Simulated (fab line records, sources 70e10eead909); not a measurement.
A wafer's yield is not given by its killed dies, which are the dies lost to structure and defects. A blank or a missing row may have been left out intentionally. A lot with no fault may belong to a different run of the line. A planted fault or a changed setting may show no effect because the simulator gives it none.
Problem report, 8D (eight disciplines) form, completed by code | flow nand harc | the parts of the form that need people (team, actions taken, sign-off) are left out

## 1. PROBLEM STATEMENT
raw defect count at NHARC_A_CHANNEL_HOLE_D2_INSPECT_12 reads a mean of 596 on 6 wafers of 2 lots; wafers without a fault read 28 with a standard deviation of 23. That is +25 standard deviations from the usual mean.
Seen first at day 18 10:53 on defect inspect-01, wafer L921.2. At this step, 30 wafers from 10 lots have a number in the record. By rule, "out" or "out of limits" means more than 4 standard deviations away from the usual mean. All remaining wafers that have a number are taken as sound.

## 2. WHAT IT IS, AND WHAT IT ISN'T
question                    | is                                   | is not
which readings at this step | raw defect count                     | -
which lots                  | L921, L922                           | L909, L910, L918, L919, L920, L925, L930, L931
which wafers of those lots  | all that have a number               | -
read on which gauges        | defect inspect-01, defect inspect-02 | -
when                        | from day 18 10:53                    | up to then (15 sound wafers); but 9 sound wafers of L925, L930, L931 came after

## 3. WHAT RULES OUT EACH SUSPECT
Counting: any tool at a process step up to the reading is kept as a suspect provided that every lot that is out went through it and no sound lot did after the first of them.
- the gauge at NHARC_A_CHANNEL_HOLE_D2_INSPECT_12 has been ruled out. Those wafers that are out were read across 2 gauges (defect inspect-01, defect inspect-02).
- acl dep-03 at NHARC_A_CHANNEL_HOLE_D2_DEP_00 (deposits aC, target thk 3100 nm): ruled out as a lasting fault. The sound lots L931 went through it after L921, its earliest lot that is out (day 18 07:56).
Left after counting: nothing in the record.

## 4. THE CAUSE (what the simulator had put in)
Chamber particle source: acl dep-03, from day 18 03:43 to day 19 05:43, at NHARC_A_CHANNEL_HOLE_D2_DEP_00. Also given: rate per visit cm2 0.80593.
It was ruled out by counting, in error; the rule expects a fault to strike all lots run on its tool from its start on, and this fault did not.

## 5. THE EFFECT CHAIN, in route order
Each row: a reading where the mean over the struck wafers with a number is more than 3 standard deviations away from the usual. Only readings whose record carries a usual standard deviation are examined. hours: median over the lots of the time between each lot's start at the first step of this table that gives one and its start at this step. sigmas: the change, counted in usual standard deviations.
hours | step                               | reading          | usual | on struck wafers | change | sigmas
0     | NHARC_A_CHANNEL_HOLE_D2_INSPECT_12 | raw defect count | 28    | 596              | +568   | +25
8     | NHARC_A_CHANNEL_HOLE_D2_INSPECT_40 | raw defect count | 285   | 806              | +521   | +6.1
258   | NHARC_END_SORT_01                  | killed at array  | 49    | 147              | +98    | +5.4
258   | NHARC_END_SORT_01                  | killed dies      | 54    | 154              | +100   | +5.3

## 6. WHAT WOULD HAVE CAUGHT IT SOONER
Counted from the fault's start at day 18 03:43, it took 7 hours until the first out-of-limits reading at a measuring or inspecting step in this record, taken at day 18 10:53.
Tool readings at NHARC_A_CHANNEL_HOLE_D2_DEP_00 with a usual standard deviation given in the record: none out on any struck wafer, hence no alarm at a limit of 4 standard deviations on them.
